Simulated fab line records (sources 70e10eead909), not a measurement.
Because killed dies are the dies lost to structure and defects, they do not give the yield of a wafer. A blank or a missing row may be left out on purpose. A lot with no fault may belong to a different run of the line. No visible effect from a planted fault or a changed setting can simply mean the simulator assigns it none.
Matching of chambers || flow nandHarc || NHARC_A_CONTACT_ETCH_48 on rieDiel-06: 4 sister chambers
The step etches the open film in CF4, target depth 39 nm, time 65 s. 4 wafers are shown with their chamber, then 11 later ones without.

WAFERS PAIRED WITH THEIR CHAMBERS
{"wafer": "L088.1", "chamber": 3, "showerheadPlenumPTorr (Torr)": 1.84}
{"wafer": "L088.2", "chamber": 2, "showerheadPlenumPTorr (Torr)": 1.67}
{"wafer": "L088.4", "chamber": 1, "showerheadPlenumPTorr (Torr)": 1.87}
{"wafer": "L089.2", "chamber": 0, "showerheadPlenumPTorr (Torr)": 1.80}

WAFERS MISSING THEIR CHAMBER
{"wafer": "L089.4", "showerheadPlenumPTorr (Torr)": 1.67}
{"wafer": "L089.5", "showerheadPlenumPTorr (Torr)": 1.67}
{"wafer": "L091.4", "showerheadPlenumPTorr (Torr)": 1.67}
{"wafer": "L091.5", "showerheadPlenumPTorr (Torr)": 1.80}
{"wafer": "L091.6", "showerheadPlenumPTorr (Torr)": 1.87}
{"wafer": "L090.1", "showerheadPlenumPTorr (Torr)": 1.67}
{"wafer": "L090.2", "showerheadPlenumPTorr (Torr)": 1.84}
{"wafer": "L090.6", "showerheadPlenumPTorr (Torr)": 1.67}
{"wafer": "L096.1", "showerheadPlenumPTorr (Torr)": 1.87}
{"wafer": "L096.4", "showerheadPlenumPTorr (Torr)": 1.66}
{"wafer": "L096.5", "showerheadPlenumPTorr (Torr)": 1.84}

THE CHAMBER EACH PASSED THROUGH
{"wafer": "L089.4", "from the rows above": 2, "in truth": 2}
{"wafer": "L089.5", "from the rows above": 2, "in truth": 2}
{"wafer": "L091.4", "from the rows above": 2, "in truth": 2}
{"wafer": "L091.5", "from the rows above": 0, "in truth": 0}
{"wafer": "L091.6", "from the rows above": 1, "in truth": 1}
{"wafer": "L090.1", "from the rows above": 2, "in truth": 2}
{"wafer": "L090.2", "from the rows above": 3, "in truth": 3}
{"wafer": "L090.6", "from the rows above": 2, "in truth": 2}
{"wafer": "L096.1", "from the rows above": 1, "in truth": 1}
{"wafer": "L096.4", "from the rows above": 2, "in truth": 2}
{"wafer": "L096.5", "from the rows above": 3, "in truth": 3}
Placed correctly: 11 of 11. Not placeable from these rows: 0. Number placed wrongly: 0.
How it was worked out, from the rows above alone: a wafer's distance from a chamber is the root of the sum, over the readings, of the square of ((its reading less the chamber's mean) divided by the reading's scatter). If the next closest chamber is less than 2 further off than the closest, the wafer can't be placed; otherwise it belongs to the closest. The mean given for a chamber averages the wafers shown for that chamber. The scatter: with one shown wafer a chamber, the root of the mean of the squares of how far each hidden wafer lies from its nearest shown one.
